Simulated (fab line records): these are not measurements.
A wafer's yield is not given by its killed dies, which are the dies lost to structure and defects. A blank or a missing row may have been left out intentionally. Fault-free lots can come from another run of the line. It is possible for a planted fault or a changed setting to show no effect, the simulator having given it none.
Lot-split experiment | flow n5-finfet | route with 1938 steps; 7 lots, 21 wafers read

== THE SPLIT ==
At N5_BEOL_M2_COAT_62 (time 60 s, resist thk 12 nm), the setting spin-rpm was moved away from the recipe's 1500 rpm on 3 of the 21 wafers read, by +3.4% to +11.1%. For the rest of the wafers, this setting stayed at what the recipe calls for.

== FROM THE SPLIT TO THE READING: what the file shows between them, 4 steps ==
- N5_BEOL_M2_COAT_73: time 60 s, resist thk 5 nm
- N5_BEOL_M2_COAT_05: resist thk 30 nm
- N5_BEOL_M2_DESCUM_16: chemistry O2, time 7 s
- N5_BEOL_M2_ETCH_74: etches underlayer in N2/H2, target depth 6.5 nm, time 5.2 s

== THE READING ==
etch.depth-nm (the simulator's own value, which no gauge read), in nm, at N5_BEOL_M2_ETCH_63 (etches SiARC in CF4, target depth 15.6 nm, time 26 s). The file does not state a usual value for it. The 18 wafers here that ran the recipe average 12.03 nm, standard deviation 0.036 nm.

wafer  | tool, chamber at the split | spin-rpm as run, rpm | against the recipe | etch.depth-nm, nm | against lot-mates on the recipe
L074.1 | litho-track-05, 0          | 1500                 | recipe             | 12.05             | -
L074.4 | litho-track-05, 0          | 1500                 | recipe             | 12.04             | -
L074.5 | litho-track-05, 0          | 1500                 | recipe             | 12.01             | -
L079.3 | litho-track-01, 0          | 1500                 | recipe             | 12                | -
L079.4 | litho-track-01, 0          | 1500                 | recipe             | 12                | -
L079.5 | litho-track-01, 0          | 1500                 | recipe             | 12.01             | -
L080.1 | litho-track-05, 0          | 1500                 | recipe             | 12.03             | -
L080.3 | litho-track-05, 0          | 1500                 | recipe             | 12.04             | -
L080.5 | litho-track-05, 0          | 1500                 | recipe             | 12.02             | -
L082.2 | litho-track-03, 0          | 1500                 | recipe             | 12.08             | -
L082.4 | litho-track-03, 0          | 1500                 | recipe             | 12.07             | -
L082.6 | litho-track-03, 0          | 1500                 | recipe             | 12.04             | -
L083.2 | litho-track-01, 0          | 1667                 | +11.1%             | 11.32             | -0.61
L083.4 | litho-track-01, 0          | 1500                 | recipe             | 11.93             | -
L083.6 | litho-track-01, 0          | 1667                 | +11.1%             | 11.31             | -0.62
L088.2 | litho-track-03, 0          | 1500                 | recipe             | 12.01             | -
L088.3 | litho-track-03, 0          | 1500                 | recipe             | 12.06             | -
L088.4 | litho-track-03, 0          | 1551                 | +3.4%              | 11.84             | -0.20
L095.2 | litho-track-05, 0          | 1500                 | recipe             | 12.07             | -
L095.3 | litho-track-05, 0          | 1500                 | recipe             | 12.08             | -
L095.6 | litho-track-05, 0          | 1500                 | recipe             | 12.03             | -

THE FIT
A straight line over all 21 wafers: etch.depth-nm changes by -0.0641 nm for each +1% of spin-rpm; r = -0.99; the points scatter about the line by 0.035 nm.
The same after taking each lot's own level away (the mean of its wafers on the recipe; 21 wafers): -0.0553 nm for each +1%; r = -1.00; scatter 0.016 nm.
According to that fit, moving spin-rpm by its largest amount changes the reading by 0.62 nm.
The span of the lots' own levels, 11.930 to 12.063 nm, comes to 3.7 times the standard deviation stated above.
Thus the slope moves with the lot-to-lot level: the two fits are different.
Check: for one of the wafers moved furthest among these (+11.1%), held out of the fit, the line's prediction against its lot-mates is -0.622 nm. Against them it came out at -0.61 nm.

== THE WHOLE CHAIN: every reading that the file lists as answering this split, in the file's order ==
step               | what it does                                         | reading                                                                          | change (the file's fit)                | r (the file's)
N5_BEOL_M2_COAT_62 | time 60 s, resist thk 12 nm                          | SiARC_of_BEOL_M2_COAT_62.thk-nm (the simulator's own value, which no gauge read) | -0.0543 nm for each +1% of the setting | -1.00
N5_BEOL_M2_ETCH_63 | etches SiARC in CF4, target depth 15.6 nm, time 26 s | etch.depth-nm (the simulator's own value, which no gauge read)                   | -0.0558 nm for each +1% of the setting | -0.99

== FILE'S OWN FIT ==
etch.depth-nm changes by -0.0558 nm for each +1% of spin-rpm, r = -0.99.
